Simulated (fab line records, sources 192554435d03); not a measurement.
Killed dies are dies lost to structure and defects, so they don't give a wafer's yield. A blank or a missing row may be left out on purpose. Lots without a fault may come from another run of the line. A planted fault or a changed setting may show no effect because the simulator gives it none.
Problem report in the 8D (eight disciplines) form, filled by code | flow n5_finfet | the parts of the form that need people (team, actions taken, sign-off) are left out

1. THE PROBLEM
run_length_s at N5_PASSIVATION_PECVD_53 reads a mean of 156.4 s on 3 wafers of 2 lots; wafers without a fault read 197.3 s with a standard deviation of 0.51. That is -80 standard deviations from the usual mean.
The step: deposits SiO2 from TEOS/O2, target thk 800 nm, time 169.4 s.
First seen on wafer L565.3, day 15 16:47, on pecvd-04. The record holds 37 wafers of 13 lots with a number at this step. Rule for "out", or "out of limits": more than 4 standard deviations from the usual mean. The other wafers with a number count as sound.

2. WHAT IT IS AND WHAT IT IS NOT
question                    | is                     | is not
which readings at this step | run_length_s           | -
which lots                  | L564, L565             | L553, L555, L556, L557, L568, L569, L570, L571, L572, L575, L576
which wafers of those lots  | L564.4, L565.3, L565.4 | L564.2
read on which tools         | pecvd-04               | pecvd-01, pecvd-02
when                        | from day 15 16:47      | up to then (12 sound wafers); but 22 sound wafers of L564, L568, L569, L570, L571, L572, L575, L576 came after

3. SUSPECTS, AND WHAT RULES EACH OUT
Counting: a tool at a process step up to the reading stays a suspect if it ran every lot that is out. Sound lots after the first of them don't rule it out here, since some wafers of a struck lot are sound.
- pecvd-04 at N5_PASSIVATION_PECVD_53 (deposits SiO2 from TEOS/O2, target thk 800 nm, time 169.4 s): kept. It ran every lot that is out, first L565 (day 15 16:47); its last sound lot up to then is L555 (day 13 06:26). Its own readings are out on those wafers: run_length_s.
Left after counting: pecvd-04 at N5_PASSIVATION_PECVD_53.

4. THE CAUSE (what the simulator had put in)
Process parameter drift: pecvd-04, from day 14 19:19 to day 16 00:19, at N5_PASSIVATION_PECVD_53. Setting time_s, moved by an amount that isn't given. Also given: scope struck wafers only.
Counting left only this tool.

5. THE CHAIN OF EFFECTS, in route order
Each row: a reading whose mean over the struck wafers that have a number lies more than 3 standard deviations from the usual. Only readings for which the record gives a usual standard deviation are gone through. hours: the time from each lot's start at the first step in this table that gives one to its start at this step, as a median over the lots. sigmas: the change in usual standard deviations.
hours | step                    | reading      | usual   | on struck wafers | change | sigmas
0     | N5_PASSIVATION_PECVD_53 | run_length_s | 197.3 s | 156.4            | -40.9  | -80
The process steps in it:
- N5_PASSIVATION_PECVD_53: deposits SiO2 from TEOS/O2, target thk 800 nm, time 169.4 s.
Later measuring or inspecting steps at which every struck wafer that the step has a row for has a number for every such reading, and none has moved that far: N5_PASSIVATION_OVL_MEAS_66.

6. WHAT WOULD HAVE CAUGHT IT SOONER
In this record the first reading out of limits was taken at day 15 16:47, 21 hours after the fault began at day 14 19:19.
